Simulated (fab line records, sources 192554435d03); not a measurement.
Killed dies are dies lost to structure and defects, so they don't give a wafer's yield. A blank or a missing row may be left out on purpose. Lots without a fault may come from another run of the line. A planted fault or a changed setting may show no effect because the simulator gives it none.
A struck lot beside a sound one | flow n5_finfet | 39 steps out of a route of 1938
Sound: wafers L992.3, L992.4, L992.5. Struck: wafers L988.3, L988.4, L988.6. The cause comes at the end.
At each step with rows: each side's tool, then ch and its chambers, then its first start. Under that, the readings that differ: sound wafers | struck wafers | difference of the means | sigmas: that difference in standard deviations of wafers without a fault.
alike: readings whose means differ by less than 2 such deviations, and words and numbers that are the same on both sides. not compared: withheld readings, readings that some wafer has no value for, bounds like >300 that may hide the same value, and numbers for which the record gives no deviation and whose values overlap.
The two part at a step that has a row with sigmas, a row that says differs or no value, or rows on one side only. Numbers that don't overlap but have no deviation are shown without sigmas and don't part them. A reading that every wafer of one side lacks parts them only if that side has two wafers or more.

first, 9 steps without rows for these wafers: N5_PMOS_HMC_CHANNEL_EPI_PRECLEAN_40 (cleans in DHF, time 30 s); N5_PMOS_HMC_CHANNEL_EPI_PRECLEAN_37 (cleans in O3/DIW, time 45 s); N5_PMOS_HMC_CHANNEL_EPI_PRECLEAN_24 (cleans in DHF, time 30 s); N5_PMOS_HMC_CHANNEL_EPI_SRD_25 (time 30 s); N5_PMOS_HMC_CHANNEL_EPI_EPI_26 (deposits Si from SiH4/H2, target thk 3.8 nm, time 22.7 s); N5_FIN_SAQP_PRECLEAN_42 (cleans in O3/DIW, time 60 s); N5_FIN_SAQP_PRECLEAN_00 (cleans in SC1, time 60 s); N5_FIN_SAQP_PRECLEAN_44 (cleans in SC2, time 45 s); N5_FIN_SAQP_SRD_01 (time 30 s).
N5_FIN_SAQP_ALD_61: deposits SiO2, target thk 4 nm, pulse time 1 s, purge time 2 s.
  sound on ald_sin-01 ch 0,1,3, day 6 22:23; struck on ald_sin-02 ch 0,2,3, day 5 22:43
  no value came back on the struck wafers for ald_cycles, chamber_pressure_Torr (Torr), heater_power_w (W), precursor_pulse_height_rel; on the sound wafers ald_cycles reads 43 43 43
then, 24 steps without rows for these wafers: N5_FIN_SAQP_DENSIFY_62 (time 60 s); N5_FIN_SAQP_HM_DEP_03 (deposits SiNx from SiH4/NH3/N2, target thk 38 nm, time 33.6 s); N5_FIN_SAQP_PECVD_47 (deposits a-Si from SiH4/He, target thk 45 nm, time 36.3 s); N5_FIN_SAQP_PECVD_48 (deposits SiNx from SiH4/NH3/N2, target thk 25 nm, time 22.1 s); N5_FIN_SAQP_PECVD_06 (deposits a-Si from SiH4/He, target thk 60 nm, time 48.1 s); N5_FIN_SAQP_HM_DEP_72 (deposits SiO2 from SiH4/N2O, target thk 12 nm, time 7.2 s); N5_FIN_SAQP_COAT_49 (time 60 s, resist thk 100 nm); N5_FIN_SAQP_COAT_50 (time 60 s, resist thk 35 nm); N5_FIN_SAQP_COAT_10 (resist thk 90 nm); N5_FIN_SAQP_EBR_12; N5_FIN_SAQP_SOFTBAKE_11 (time 60 s); N5_FIN_SAQP_EXPOSE_13 (exposes mask FIN CORE, target cd 35.6 nm); N5_FIN_SAQP_PEB_14 (peb time 60 s); N5_FIN_SAQP_DEVELOP_15 (develop time 30 s); N5_FIN_SAQP_DESCUM_21 (chemistry O2, time 7.9 s); N5_FIN_SAQP_ETCH_51 (etches SiARC in CF4, target depth 45.5 nm, time 75.8 s); N5_FIN_SAQP_ETCH_52 (etches SOC in N2/H2, target depth 100 nm, overetch 20 nm, time 150 s); N5_FIN_SAQP_STRIP_53 (strips in N2/H2); N5_FIN_SAQP_HM_OPEN_73 (chemistry CHF3/O2, target SiO2, stops on a-Si, target depth 12 nm, time 16.8 s); N5_FIN_SAQP_STRIP_74 (strips in CHF3/O2); N5_FIN_SAQP_MANDREL_ETCH_22 (etches a-Si in HBr/Cl2, stops on SiNx, target depth 60 nm, bt time 10 s, time 30 s); N5_FIN_SAQP_STRIP_55 (strips in N2/H2); N5_FIN_SAQP_STRIP_23 (strips in SPM, time 750 s); N5_FIN_SAQP_SRD_66 (time 30 s).
N5_FIN_SAQP_ETCH_34: etches SiO2 in C4F6/O2, target depth 45 nm, time 15 s.
  sound on rie_diel-03 ch 0,3, day 7 03:52; struck on rie_diel-03 ch 1,2, day 6 06:07
  reading                                      | sound             | struck         | difference | sigmas
  etch_rf_on_time_s (s)                        | 14.95 15.07 14.89 | 5.98 6.01 5.98 | -8.98      | -50
  oes_product_au (a.u.)                        | 0.67 0.60 0.67    | 0.25 0.29 0.26 | -0.38      | -6
  model.SiNx_of_FIN_SAQP_HM_DEP_03.thk_nm (nm) | 34.8 34.4 35      | 36.4 36.4 37   | +1.9       |
  alike: drypump_motor_current_A, rf_vpp_V, showerhead_plenum_p_Torr, throttle_valve_pct
  not compared: rf_hours_counter_h
N5_FIN_SAQP_HM_CD_35: target cd 8 nm.
  sound on cd_sem-02, day 7 04:01; struck on cd_sem-03, day 6 06:16
  reading    | sound          | struck | difference                    | sigmas
  cd_nm (nm) | 8.16 8.17 7.87 | - - -  | no value on the struck wafers |
N5_FIN_SAQP_FIN_ETCH_36: etches the open film in HBr/Cl2/O2, target depth 120 nm, time 50.4 s.
  sound on rie_si-01 ch 0,3, day 7 04:04; struck on rie_si-06 ch 1,2,3, day 6 06:19
  reading                                      | sound        | struck       | difference | sigmas
  model.SiNx_of_FIN_SAQP_HM_DEP_03.thk_nm (nm) | 21.4 21 21.6 | 23.2 23 23.8 | +2.0       |
  alike: drypump_motor_current_A, mfc_cl2_sccm, oes_product_au, throttle_valve_pct
  not compared: rf_hours_counter_h
N5_BEOL_M4_RC_MEAS_101:
  the record has rows for the sound wafers here (prober-01 ch 0, day 13 21:31) and none for the struck ones
-- the record jumps here: 11 days lie between the struck wafers' starts before and after (it left off in module BEOL_M4 and takes up again in module PASSIVATION, whose first step shown is number 1936 of the route) --
N5_PASSIVATION_PROBE_49:
  the record has rows for the struck wafers here (prober-01, day 17 00:34) and none for the sound ones

WHERE THEY PART
First at N5_FIN_SAQP_ALD_61; last, within this record, at N5_PASSIVATION_PROBE_49.

WHY: what the simulator had put in
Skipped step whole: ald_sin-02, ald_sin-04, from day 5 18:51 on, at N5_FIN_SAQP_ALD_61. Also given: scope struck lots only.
